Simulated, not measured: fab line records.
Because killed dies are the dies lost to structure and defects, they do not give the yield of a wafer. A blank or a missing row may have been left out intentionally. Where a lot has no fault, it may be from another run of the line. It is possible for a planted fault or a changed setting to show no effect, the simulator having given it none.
One fault through the eyes of 2 desks / flow n5 finfet / each desk has only its own numbers; what lay behind them comes last

## TOOL OWNER'S DESK, pvd sputter-03
The tool's own readings at N5_BEOL_M12_SPUTTER_43 (material TaN, target thk 15 nm, time 24.19 s): means of the sampled wafers that have a number, for each lot that ran on this tool. A lot is out of limits, marked OUT, if its mean lies more than 4 standard deviations from the usual mean; the brackets give that distance.
Columns: A = cathode dc power W at N5_BEOL_M12_SPUTTER_43, usual 15000 W; B = throttle valve pct at N5_BEOL_M12_SPUTTER_43, usual 30.0 %
lot=L104; first seen here=day 12 12:12; A=15000; B=30.0
lot=L108; first seen here=day 13 15:53; A=15001; B=29.6
lot=L111; first seen here=day 15 01:46; A=14999; B=29.5
lot=L119; first seen here=day 16 17:14; A=15000; B=29.4
lot=L120; first seen here=day 17 14:11; A=15001; B=29.3
This desk's verdict: no lot among the 5 shows anything out of limits.

## METROLOGY DESK
What the gauges read for every lot (on any tool): the sampled wafers with a number, averaged. A lot is out of limits, marked OUT, if its mean lies more than 4 standard deviations from the usual mean; the brackets give that distance.
Columns: A = MIM_BOT_OVL at N5_MIM_BOT_LITHO_OVL_MEAS_11, usual 1 nm; B = PASS_OPEN_OVL at N5_PASSIVATION_OVL_MEAS_66, usual 1 nm
lot=L103; first seen here=day 13 09:35; A=-8; B=1
lot=L104; first seen here=day 13 11:59; A=-5; B=-0
lot=L101; first seen here=day 13 13:05; A=6; B=-3
lot=L102; first seen here=day 13 16:53; A=-3; B=-4
lot=L105; first seen here=day 14 12:04; A=9; B=-1
lot=L108; first seen here=day 14 22:50; A=-1; B=0
lot=L111; first seen here=day 16 03:40; A=4; B=-8
lot=L112; first seen here=day 16 08:44; A=4; B=3
lot=L113; first seen here=day 16 13:14; A=3; B=-0
lot=L114; first seen here=day 16 13:29; A=-1; B=-4
lot=L119; first seen here=day 17 20:19; A=2; B=5
lot=L120; first seen here=day 18 17:03; A=0; B=2
lot=L124; first seen here=day 18 23:07; A=-7; B=7
This desk's verdict: no lot among the 13 shows anything out of limits.

## TAKEN TOGETHER
Nothing out of limits was seen by the tool owner's desk.
Metrology desk: nothing out of limits seen.

## WHAT HAD BEEN PUT IN BY THE SIMULATOR
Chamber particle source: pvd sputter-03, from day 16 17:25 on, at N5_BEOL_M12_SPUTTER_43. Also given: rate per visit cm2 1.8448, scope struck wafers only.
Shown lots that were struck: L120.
